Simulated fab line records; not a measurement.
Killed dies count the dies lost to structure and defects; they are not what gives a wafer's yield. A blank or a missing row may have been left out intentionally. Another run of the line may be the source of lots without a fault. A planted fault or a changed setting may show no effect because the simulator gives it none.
A lot that was struck, set against a sound lot -- flow n5 finfet -- 39 steps out of a route of 1938
Sound: the wafers L965.1, L965.3, L965.5. Struck: wafer L960.2 (L960.4, L960.5, from the same lot, were not struck and are left out); the cause is given at the end.
Order at every step that has rows: each side's tool, ch and its chambers, its first start. Under that, the readings that differ: sound wafers -- struck wafers -- difference of the means -- sigmas: that difference in standard deviations of wafers without a fault.
alike: same words and numbers on both sides, and readings whose means sit less than 2 such deviations apart. not compared: any withheld reading, any reading some wafer has no value for, any bound like >300 that may hide the same value, and any number with overlapping values for which the record gives no deviation.
Wherever a step has rows on one side only, a row that says differs or no value, or a row with sigmas, the two part there. When numbers do not overlap yet have no deviation, they are printed without sigmas and do not part them. A reading that every wafer of one side lacks parts them only if that side has two wafers or more.

first, 9 steps without rows for these wafers: N5_BEOL_M14_SOFTBAKE_23 (time 60 s); N5_BEOL_M14_EXPOSE_25 (exposes mask M14, target cd 280 nm); N5_BEOL_M14_PEB_26 (peb time 90 s); N5_BEOL_M14_DEVELOP_27 (develop time 45 s); N5_BEOL_M14_HARDBAKE_32 (time 120 s); N5_BEOL_M14_DESCUM_33 (chemistry O2, time 7.9 s); N5_BEOL_M14_ETCH_67 (etches SiARC in CF4, target depth 143 nm, time 238.3 s); N5_BEOL_M14_ETCH_68 (etches SOC in N2/H2, time 450 s); N5_BEOL_M14_STRIP_69 (strips in N2/H2).
N5_BEOL_M14_TRENCH_ETCH_34: etches SiO2 in C4F8/O2/Ar, target depth 556.65 nm, time 126.9 s.
  sound on rie diel-05 ch 1,2,3, day 17 16:41; struck on rie diel-02 ch 3, day 17 11:40
reading,sound,struck,difference,sigmas
oes product au (a.u.),0.77 0.77 0.88,1.32,+0.51,+6
showerhead plenum p Torr (Torr),3.30 3.32 3.54,3.65,+0.26,+3
throttle valve pct (%),30.89 31.15 30.96,31.66,+0.66,+3
model.etch.depth nm (nm),564.6 556.4 551.2,961.9,+404.5,
  alike: bias w, drypump motor current A, mfc ar sccm, oes_o_777_au, rf vpp V
  not compared: rf hours counter h
then, 1 step without rows for these wafers: N5_BEOL_M14_STRIP_70 (strips in C4F8/O2/Ar).
N5_BEOL_M14_OCD_MEAS_35:
  sound on ocd-02 at day 17 16:50; struck on ocd-02 at day 17 11:50
reading,sound,struck,difference,sigmas
trench depth nm (nm),565 557 552,962,+404,+22
then, 11 steps without rows for these wafers: N5_BEOL_M14_STRIP_37 (strips in O2); N5_BEOL_M14_ETCH_38 (etches SiCN in CF4/N2, target depth 106.5 nm, time 120.6 s); N5_BEOL_M14_PRECLEAN_39 (cleans in residue remover, time 60 s); N5_BEOL_M14_SRD_40 (time 30 s, dry time 30 s); N5_BEOL_M14_DEGAS_41 (time 60 s); N5_BEOL_M14_PRE_CLEAN_42 (time 30 s); N5_BEOL_M14_SPUTTER_43 (material TaN, target thk 15 nm, time 24.19 s); N5_BEOL_M14_SPUTTER_44 (material Ta, target thk 15 nm, time 24.19 s); N5_BEOL_M14_SPUTTER_45 (material Cu, target thk 100 nm, time 16.67 s); N5_BEOL_M14_ECD_47 (material Cu, target thk 1248 nm); N5_BEOL_M14_ANNEAL_48 (time 90 s).
N5_BEOL_M14_CMP_49: polishes, stops on SiO2, t overpolish 5.2 s, target thk 560 nm.
  sound on cmp-02 ch 1,2,3, day 17 19:49; struck on cmp-03 ch 0, day 17 17:12
reading,sound,struck,difference,sigmas
motor current A (A),8.2 10.4 7.0,6.3,-2.2,-2
model.Cu_of_BEOL_M14_ECD_47.thk nm (nm),567.4 560.2 556.2,967.4,+406.1,
  alike: barrier field endpoint s, overpolish run s, retaining ring pressure frac, time to endpoint s
N5_BEOL_M14_THK_MEAS_50: measures by xrf.
  sound on film metro-01 at day 17 20:02; struck on film metro-01 at day 17 17:27
reading,sound,struck,difference,sigmas
M14_THK (nm),546 538 534,924,+385,+23
then, 2 steps without rows for these wafers: N5_BEOL_M14_PRE_CLEAN_52 (time 15 s); N5_BEOL_M14_DEP_53 (deposits SiCN from 3MS/NH3, target thk 50 nm, time 17.8 s).
N5_BEOL_M14_RS_MEAS_54: measurement is done with a four-point probe.
  sound on film metro-02 at day 17 20:10; struck on film metro-01 at day 17 17:37
reading,sound,struck,difference,sigmas
M14_RS (ohm/sq),0.0327 0.0331 0.0334,0.0190,-0.0141,-13
then, 9 steps without rows for these wafers: N5_BEOL_M15_ILD_DEP_00 (deposits SiO2 from TEOS/O2, target thk 1629.3 nm, time 346.1 s); N5_BEOL_M15_COAT_58 (time 60 s, resist thk 89 nm); N5_BEOL_M15_COAT_04 (resist thk 800 nm); N5_BEOL_M15_EBR_06; N5_BEOL_M15_SOFTBAKE_05 (time 60 s); N5_BEOL_M15_EXPOSE_07 (exposes mask V14); N5_BEOL_M15_PEB_08 (peb time 90 s); N5_BEOL_M15_DEVELOP_09 (develop time 45 s); N5_BEOL_M15_HARDBAKE_14 (time 120 s).
N5_BEOL_M15_RC_MEAS_101:
  sound on prober-02 ch 0, day 18 10:00; struck on prober-01 ch 0, day 18 07:07
reading,sound,struck,difference,sigmas
COMB_M9 (S/m),1.63e-11 1.91e-11 1.63e-11,8.4e-12,-8.8e-12,-3
COMB_M9_max_site (S/m),2.6e-11 3.7e-11 2.3e-11,1.3e-11,-1.6e-11,-3
SERP_M14 (ohm/um),0.158 0.159 0.160,0.091,-0.068,-13
SERP_M14_max_site (ohm/um),0.161 0.162 0.161,0.092,-0.069,-13
SERP_M5 (ohm/um),38.0 38.7 39.1,43.5,+4.9,+2
  alike: COMB_M10, COMB_M11, COMB_M12, COMB_M13, COMB_M15, COMB_M5, COMB_M6, COMB_M7, COMB_M8, SERP_M10, SERP_M11, SERP_M12, SERP_M13, SERP_M6, SERP_M7, SERP_M8, SERP_M9, SERP_M9_max_site
N5_PASSIVATION_PROBE_49:
  rows exist in the record for the sound wafers here (prober-02, day 19 04:39), none for the struck ones

WHERE THEY PART
First at N5_BEOL_M14_TRENCH_ETCH_34; last, within this record, at N5_PASSIVATION_PROBE_49.

WHY: what the simulator had put in
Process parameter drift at N5_BEOL_M14_TRENCH_ETCH_34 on rie diel-02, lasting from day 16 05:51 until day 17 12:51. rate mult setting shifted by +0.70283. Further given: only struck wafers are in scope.
